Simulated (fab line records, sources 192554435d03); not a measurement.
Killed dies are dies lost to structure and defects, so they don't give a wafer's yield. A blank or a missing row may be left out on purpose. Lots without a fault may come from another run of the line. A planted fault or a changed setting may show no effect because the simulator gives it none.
Split-lot experiment | flow n5_finfet | 7 lots, 21 wafers read, on a route of 1938 steps

THE SPLIT
At N5_BEOL_M0_SAQP_EXPOSE_11 (exposes mask M0 CORE, target cd 42 nm), the setting dose_mj was moved away from the recipe's 55 on 6 of the 21 wafers read, by -7.4% to +2.9%. The other wafers ran this setting at the recipe's value.

FROM THE SPLIT TO THE READING: what the file shows between them, 2 steps
- N5_BEOL_M0_SAQP_PEB_12: peb time 60 s
- N5_BEOL_M0_SAQP_DEVELOP_13: develop time 30 s

THE READING
cd_nm, in nm, at N5_BEOL_M0_SAQP_CD_MEAS_14 (target cd 42.5 nm). Fault-free wafers of this fab line usually give 42.6 nm, standard deviation 0.38 nm.

wafer  | tool, chamber at the split | dose_mj as run | against the recipe | cd_nm, nm | against lot-mates on the recipe
L081.2 | arfi_scanner-03, 0         | 55             | recipe             | 42.7      | -
L081.5 | arfi_scanner-03, 0         | 53.31          | -3.1%              | 43.8      | +1.2
L081.6 | arfi_scanner-03, 0         | 55             | recipe             | 42.5      | -
L083.2 | arfi_scanner-02, 0         | 55             | recipe             | 42.2      | -
L083.4 | arfi_scanner-02, 0         | 50.92          | -7.4%              | 45.1      | +3.1
L083.5 | arfi_scanner-02, 0         | 55             | recipe             | 41.9      | -
L085.1 | arfi_scanner-03, 0         | 55             | recipe             | 42.0      | -
L085.2 | arfi_scanner-03, 0         | 52.32          | -4.9%              | 43.3      | +1.3
L085.6 | arfi_scanner-03, 0         | 55             | recipe             | 42.0      | -
L086.3 | arfi_scanner-01, 0         | 55             | recipe             | 42.8      | -
L086.5 | arfi_scanner-01, 0         | 55             | recipe             | 42.1      | -
L086.6 | arfi_scanner-01, 0         | 55             | recipe             | 42.2      | -
L089.3 | arfi_scanner-02, 0         | 53.6           | -2.5%              | 43.0      | +0.8
L089.5 | arfi_scanner-02, 0         | 55             | recipe             | 42.3      | -
L089.6 | arfi_scanner-02, 0         | 55             | recipe             | 42.1      | -
L090.2 | arfi_scanner-03, 0         | 56.58          | +2.9%              | 41.7      | -1.0
L090.4 | arfi_scanner-03, 0         | 55             | recipe             | 42.7      | -
L090.6 | arfi_scanner-03, 0         | 56.58          | +2.9%              | 41.7      | -1.0
L096.2 | arfi_scanner-01, 0         | 55             | recipe             | 42.7      | -
L096.3 | arfi_scanner-01, 0         | 55             | recipe             | 43.0      | -
L096.5 | arfi_scanner-01, 0         | 55             | recipe             | 42.0      | -

THE FIT
A straight line over all 21 wafers: cd_nm changes by -0.31 nm for each +1% of dose_mj; r = -0.89; the points scatter about the line by 0.37 nm.
The same after taking each lot's own level away (the mean of its wafers on the recipe; 21 wafers): -0.364 nm for each +1%; r = -0.96; scatter 0.26 nm.
On that fit, the largest move of dose_mj shifts the reading by 2.7 nm.
The lots' own levels span 42.00 to 42.70 nm, that is 1.8 times the standard deviation above.
So the lot-to-lot level changes the slope: the two fits differ.
Check: with one of the wafers moved furthest among these (-7.4%) left out of the fit, the line predicts +2.35 nm for it against its lot-mates. It came out at +3.05 nm against them.

OTHER SPLITS ON THESE WAFERS
These wafers also went through other splits before the reading. Each is held against what the fit with the lots' levels taken away leaves over:
other split on the same wafers         | wafers away from the commonest value | r with cd_nm (lot level and that fit taken away)
N5_MOL_CONTACT_COAG_ALD_123 ald_cycles | 7                                    | +0.17
N5_MOL_CONTACT_COAG_PECVD_31 temp_c    | 7                                    | +0.17

THE FILE'S OWN FIT
cd_nm changes by -0.368 nm for each +1% of dose_mj, r = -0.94.
